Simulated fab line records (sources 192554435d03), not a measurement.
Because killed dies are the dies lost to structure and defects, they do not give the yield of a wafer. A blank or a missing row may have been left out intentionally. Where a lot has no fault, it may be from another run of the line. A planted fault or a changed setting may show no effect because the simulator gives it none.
Struck lot and sound lot, side by side || flow n5 finfet || 41 out of 1938 route steps
Sound: these wafers, L811.1, L811.4, L811.5. Wafers L800.1, L800.2, L800.4 were the ones struck. The cause is named last.
Per side, at each step with rows, come the tool, then ch with its chambers, and then its first start. Under that, the readings that differ: sound wafers || struck wafers || difference of the means || sigmas: that difference in standard deviations of wafers without a fault.
alike: readings with means less than 2 such deviations apart, plus words and numbers identical on both sides. not compared: withheld readings, readings lacking a value on some wafer, bounds such as >300 that could conceal the same value, and numbers that have no deviation in the record and whose values overlap.
A row with sigmas, a row that says differs or no value, or rows on one side alone: a step with any of these is where the two part. Numbers that don't overlap but have no deviation are shown without sigmas and don't part them. A reading that every wafer of one side lacks parts them only if that side has two wafers or more.

first, 11 steps without rows for these wafers: N5_BEOL_M0_SAQP_SPACER1_ETCHBACK_99 (etches SiO2 in CHF3/O2, target depth 15.4 nm, time 7.7 s); N5_BEOL_M0_SAQP_MANDREL1_REMOVE_100 (chemistry HBr/Cl2/O2, target a-Si, stops on SiNx, bt time 10 s); N5_BEOL_M0_SAQP_ETCH_101 (etches SiNx in CH3F/O2, target depth 29.9 nm, time 42.7 s); N5_BEOL_M0_SAQP_ETCH_102 (etches SiO2 in CF4, target depth 4 nm, time 4.4 s); N5_BEOL_M0_SAQP_MANDREL_ETCH_103 (etches a-Si in HBr/Cl2, stops on SiCN, target depth 45 nm, bt time 10 s, time 27 s); N5_BEOL_M0_SAQP_RECESS_104 (chemistry HF/NH3, target SiO2, target depth 18 nm, afs cycles 3, sublimation time 60 s); N5_BEOL_M0_SAQP_COAT_105 (time 60 s, resist thk 100 nm); N5_BEOL_M0_SAQP_ETCH_106 (etches SOC in N2/H2, stops on SiNx, target depth 150 nm); N5_BEOL_M0_SAQP_ETCH_107 (etches SiNx in CH3F/O2, target depth 30 nm); N5_BEOL_M0_SAQP_STRIP_108 (strips in N2/H2); N5_BEOL_M0_SAQP_RECESS_109 (chemistry HF/NH3, target SiO2, target depth 3 nm, afs cycles 1, sublimation time 60 s).
N5_BEOL_M0_SAQP_SPACER2_ALD_26: deposits SiO2, target thk 15 nm, pulse time 1 s, purge time 2 s.
  sound on ald sin-02 ch 0,1,2, day 11 10:51; struck on ald sin-04 ch 0,1,3, day 7 16:46
  alike: heater power w, precursor pulse height rel
then, 11 steps without rows for these wafers: N5_BEOL_M0_SAQP_SPACER2_ETCHBACK_27 (etches SiO2 in CHF3/O2, target depth 22.5 nm, time 11.25 s); N5_BEOL_M0_SAQP_MANDREL2_REMOVE_110 (chemistry HBr/Cl2/O2, target a-Si, stops on SiCN, bt time 10 s); N5_BEOL_M0_SAQP_COAT_69 (time 60 s, resist thk 90 nm); N5_BEOL_M0_SAQP_COAT_72 (time 60 s, resist thk 15 nm); N5_BEOL_M0_SAQP_COAT_87 (time 60 s, resist thk 5 nm); N5_BEOL_M0_SAQP_COAT_34 (resist thk 30 nm); N5_BEOL_M0_SAQP_EBR_36; N5_BEOL_M0_SAQP_SOFTBAKE_35 (time 60 s); N5_BEOL_M0_SAQP_EXPOSE_37 (exposes mask M0 CUT1, target cd 30 nm); N5_BEOL_M0_SAQP_PEB_38 (peb time 60 s); N5_BEOL_M0_SAQP_DEVELOP_39 (develop time 30 s).
N5_BEOL_M0_SAQP_INSPECT_42: inspects for defects (brightfield).
  sound on defect inspect-01 at day 11 12:11; struck on defect inspect-01 at day 7 17:54
{"reading": "raw defect count", "sound": "237 225 216", "struck": "501 502 501", "difference": "+275", "sigmas": "+4"}
then, 14 steps without rows for these wafers: N5_BEOL_M0_SAQP_DESCUM_45 (chemistry O2, time 7 s); N5_BEOL_M0_SAQP_ETCH_88 (etches underlayer in N2/H2, target depth 6.5 nm, time 5.2 s); N5_BEOL_M0_SAQP_ETCH_73 (etches SiARC in CF4, target depth 19.5 nm, time 32.5 s); N5_BEOL_M0_SAQP_CUT_ETCH_46 (etches SOC in N2/H2, target depth 135 nm, overetch 27 nm, time 202.5 s); N5_BEOL_M0_SAQP_STRIP_74 (strips in N2/H2); N5_BEOL_M0_SAQP_STRIP_89 (strips in N2/H2); N5_BEOL_M0_SAQP_ALD_48 (deposits SiO2, target thk 20 nm, pulse time 1 s, co reactant pulse time 1 s); N5_BEOL_M0_SAQP_ETCH_49 (etches SiO2 in CF4/O2, target depth 37 nm); N5_BEOL_M0_SAQP_STRIP_75 (strips in CF4); N5_BEOL_M0_CUTY_COAT_50 (time 60 s, resist thk 15 nm); N5_BEOL_M0_CUTY_COAT_51 (resist thk 150 nm); N5_BEOL_M0_CUTY_EBR_52; N5_BEOL_M0_CUTY_SOFTBAKE_53 (time 60 s); N5_BEOL_M0_CUTY_EXPOSE_54 (exposes mask M0 ABLK).
N5_BEOL_M0_CUTY_INSPECT_59: inspects for defects (macro).
  sound on defect inspect-01 at day 11 13:40; struck on defect inspect-01 at day 7 19:17
{"reading": "raw defect count", "sound": "2 2 6", "struck": ">300 299 >300", "difference": "differs", "sigmas": ""}
-- record jumps: 3 days separate the struck wafers' starts on either side; left off in module BEOL_M0_CUTY, taken up again in module BEOL_M4, whose first shown step is the route's number 1111 --
N5_BEOL_M4_RC_MEAS_101:
  sound on prober-02 ch 0, day 14 00:58; struck on prober-02 ch 0, day 10 12:01
{"reading": "DIBL_N (mV/V)", "sound": "36.9 37.4 40.1", "struck": "34.0 34.9 30.1", "difference": -5.1, "sigmas": -2}
  alike: DIBL_P, IOFF_N, IOFF_P, ION_N, ION_P, SS_N, SS_P, VT_N, VT_P
-- record jumps: 4 days separate the struck wafers' starts on either side; left off in module BEOL_M4, taken up again in module PASSIVATION, whose first shown step is the route's number 1936 --
N5_PASSIVATION_PROBE_49:
  sound on prober-01 at day 18 05:18; struck on prober-01 at day 14 23:19
{"reading": "defect limited yield (%)", "sound": "89.9 91.2 89.7", "struck": "86.7 82.2 85.9", "difference": -5.3, "sigmas": -3}
{"reading": "killed_at_M0_to_M3", "sound": "32 37 47", "struck": "98 148 82", "difference": "+71", "sigmas": "+6"}
{"reading": "killed dies", "sound": "119 104 122", "struck": "157 210 166", "difference": "+63", "sigmas": "+3"}
{"reading": "killed on rim", "sound": "18 12 12", "struck": "26 22 29", "difference": "+12", "sigmas": "+3"}
{"reading": "sort_bin_5_function (%)", "sound": "6.4 5.8 5.2", "struck": "8.1 11.4 8.6", "difference": "+3.6", "sigmas": "+4"}
{"reading": "sort n pass", "sound": "1061 1076 1058", "struck": "1023 970 1014", "difference": -63, "sigmas": -3}
{"reading": "sort yield pct (%)", "sound": "89.9 91.2 89.7", "struck": "86.7 82.2 85.9", "difference": -5.3, "sigmas": -3}
  alike: killed_at_M4_up, killed at contacts, killed at front end, killed at other, killed open, killed short, sort_bin_4_leakage, sort_bin_6_memory

WHERE THEY PART
At N5_BEOL_M0_SAQP_INSPECT_42 first; at N5_PASSIVATION_PROBE_49 last (within this record only).

WHY: what the simulator had put in
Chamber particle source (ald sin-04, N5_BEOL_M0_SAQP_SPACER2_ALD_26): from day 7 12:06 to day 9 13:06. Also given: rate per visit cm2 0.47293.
